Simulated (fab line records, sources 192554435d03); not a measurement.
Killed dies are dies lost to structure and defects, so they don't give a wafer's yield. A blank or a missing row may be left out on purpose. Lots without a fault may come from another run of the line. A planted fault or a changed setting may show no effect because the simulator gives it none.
Chamber matching | flow n5_finfet | N5_BEOL_M10_ETCH_65 on rie_diel-04: 4 sister chambers
The step etches SiARC in CF4, target depth 39 nm, time 65 s. 20 wafers are shown with their chamber, then 10 later ones without.

WAFERS WITH THEIR CHAMBER
wafer  | chamber | drypump_motor_current_A (A) | showerhead_plenum_p_Torr (Torr) | throttle_valve_pct (%)
L075.2 | 2       | 5.4                         | 2.19                            | 16.14
L075.3 | 1       | 5.3                         | 2.14                            | 15.37
L075.4 | 0       | 6.4                         | 2.26                            | 15.54
L078.1 | 3       | 6.5                         | 2.21                            | 15.52
L078.3 | 2       | 5.4                         | 2.19                            | 16.16
L078.5 | 2       | 5.4                         | 2.19                            | 16.15
L082.1 | 0       | 6.4                         | 2.26                            | 15.55
L082.3 | 1       | 5.3                         | 2.14                            | 15.38
L082.4 | 2       | 5.4                         | 2.19                            | 16.17
L080.3 | 2       | 5.5                         | 2.19                            | 16.17
L080.5 | 2       | 5.4                         | 2.19                            | 16.17
L080.6 | 3       | 6.5                         | 2.20                            | 15.52
L083.1 | 2       | 5.4                         | 2.18                            | 16.18
L083.4 | 0       | 6.4                         | 2.26                            | 15.55
L083.6 | 3       | 6.5                         | 2.20                            | 15.52
L085.2 | 3       | 6.5                         | 2.20                            | 15.55
L085.3 | 1       | 5.3                         | 2.13                            | 15.43
L085.6 | 1       | 5.3                         | 2.13                            | 15.42
L088.2 | 1       | 5.3                         | 2.13                            | 15.42
L088.4 | 2       | 5.4                         | 2.18                            | 15.68

SIGNATURES (means of the wafers above)
reading                  | chamber 0 | chamber 1 | chamber 2 | chamber 3 | scatter within a chamber
drypump_motor_current_A  | 6.400     | 5.300     | 5.413     | 6.500     | 0.0234
showerhead_plenum_p_Torr | 2.2600    | 2.1340    | 2.1875    | 2.2025    | 0.00464
throttle_valve_pct       | 15.5467   | 15.4040   | 16.1025   | 15.5275   | 0.114
Rule: a wafer's distance from a chamber is the root of the sum, over the readings, of the square of ((its reading less the chamber's mean) divided by the reading's scatter). The wafer belongs to the nearest chamber; if the next one is less than 2 further off, it can't be placed. The scatter: the root of (the sum of the squares of (reading less its chamber's mean) over the shown wafers, divided by (wafers less chambers)).

WAFERS WITHOUT THEIR CHAMBER
wafer  | drypump_motor_current_A (A) | showerhead_plenum_p_Torr (Torr) | throttle_valve_pct (%)
L088.5 | 5.3                         | 2.13                            | 15.45
L092.1 | 5.5                         | 2.18                            | 15.71
L092.2 | 6.5                         | 2.19                            | 15.60
L092.5 | 5.3                         | 2.13                            | 15.47
L096.1 | 5.4                         | 2.18                            | 15.72
L096.2 | 5.3                         | 2.12                            | 15.46
L096.3 | 6.4                         | 2.25                            | 15.61
L095.1 | 6.4                         | 2.25                            | 15.60
L095.2 | 5.3                         | 2.12                            | 15.49
L095.4 | 5.4                         | 2.18                            | 15.74

WHICH CHAMBER EACH WENT THROUGH
wafer  | from the rows above | in truth
L088.5 | 1                   | 1
L092.1 | 2                   | 2
L092.2 | 3                   | 3
L092.5 | 1                   | 1
L096.1 | 2                   | 2
L096.2 | 1                   | 1
L096.3 | 0                   | 0
L095.1 | 0                   | 0
L095.2 | 1                   | 1
L095.4 | 2                   | 2
Placed correctly: 10 of 10. Can't be placed from these rows: 0. Placed wrongly: 0.
